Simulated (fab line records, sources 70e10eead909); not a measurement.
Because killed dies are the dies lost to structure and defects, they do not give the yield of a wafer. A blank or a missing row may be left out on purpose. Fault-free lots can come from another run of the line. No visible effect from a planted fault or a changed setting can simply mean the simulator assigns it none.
A lot that was struck, set against a sound lot	flow nand_harc	15 steps out of a route of 1302
Sound: these wafers, L564.2, L564.4, L564.5. Struck: wafers L569.1, L569.2, L569.4. The cause is given at the end.
Order at every step that has rows: each side's tool, ch and its chambers, its first start. Under that, the readings that differ: sound wafers	struck wafers	difference of the means	sigmas: that difference in standard deviations of wafers without a fault.
alike: readings whose means differ by less than 2 such deviations, and words and numbers that are the same on both sides. not compared: withheld readings, readings that some wafer has no value for, bounds like >300 that may hide the same value, and numbers for which the record gives no deviation and whose values overlap.
The two part at a step that has a row with sigmas, a row that says differs or no value, or rows on one side only. Numbers that don't overlap but have no deviation are shown without sigmas and don't part them. A reading that every wafer of one side lacks parts them only if that side has two wafers or more.

first, 1 step without rows for these wafers: NHARC_A_ONON_D1_DEP_03 (target thk 1000 nm).
NHARC_A_ONON_D1_THK_MEAS_05: measures by ellipsometry.
  sound on film_metro-01, day 13 01:19; struck on film_metro-02, day 15 01:12
reading	sound	struck	difference	sigmas
thk_nm (nm)	1022 1023 1021	999 999 999	-23	-3
then, 1 step without rows for these wafers: NHARC_A_ONON_D1_DEP_06 (target thk 1000 nm).
NHARC_A_ONON_D1_THK_MEAS_08: measures by ellipsometry.
  sound on film_metro-01, day 13 01:53; struck on film_metro-01, day 15 01:46
  alike: thk_nm
then, 1 step without rows for these wafers: NHARC_A_ONON_D1_DEP_09 (target thk 1000 nm).
NHARC_A_ONON_D1_THK_MEAS_11: measures by ellipsometry.
  sound on film_metro-01, day 13 02:27; struck on film_metro-01, day 15 02:20
  alike: thk_nm
then, 1 step without rows for these wafers: NHARC_A_ONON_D1_DEP_12 (target thk 1000 nm).
NHARC_A_ONON_D1_THK_MEAS_14: measures by ellipsometry.
  sound on film_metro-02, day 13 03:01; struck on film_metro-01, day 15 02:55
  alike: thk_nm
then, 2 steps without rows for these wafers: NHARC_A_ONON_D1_ANNEAL_15 (time 3600 s); NHARC_A_ONON_D1_DEP_16 (target thk 1000 nm).
NHARC_A_ONON_D1_THK_MEAS_18: measures by ellipsometry.
  sound on film_metro-02, day 13 10:48; struck on film_metro-01, day 15 10:40
reading	sound	struck	difference	sigmas
thk_nm (nm)	1018 1017 1020	984 984 984	-34	-3
NHARC_A_ONON_D1_DEP_19: target thk 1000 nm.
  sound on pecvd_onon-01 ch 0, day 13 10:55; struck on pecvd_onon-01 ch 0, day 15 10:43
NHARC_A_ONON_D1_THK_MEAS_21: measures by ellipsometry.
  sound on film_metro-01, day 13 11:22; struck on film_metro-02, day 15 11:13
reading	sound	struck	difference	sigmas
thk_nm (nm)	1006 1006 1005	703 701 704	-303	-30
then, 1 step without rows for these wafers: NHARC_A_ONON_D1_DEP_22 (target thk 1000 nm).
-- record jumps: 16 days between struck wafers' starts before vs after; left off in module A_ONON_D1, resumes in module END, first step shown is number 1302 of the route --
NHARC_END_SORT_01:
  sound on prober-01 ch 0, day 29 12:04; struck on prober-01 ch 0, day 31 16:05
reading	sound	struck	difference	sigmas
killed_at_array	45 36 31	676 676 672	+637	+37
killed_at_periphery	12 6 7	1 1 4	-6	-2
killed_dies	57 42 38	677 677 677	+631	+39
  alike: killed_at_other, killed_open, killed_short

WHERE THEY PART
At NHARC_A_ONON_D1_THK_MEAS_05 first; at NHARC_END_SORT_01 last (within this record only).

WHY: the cause the simulator had injected
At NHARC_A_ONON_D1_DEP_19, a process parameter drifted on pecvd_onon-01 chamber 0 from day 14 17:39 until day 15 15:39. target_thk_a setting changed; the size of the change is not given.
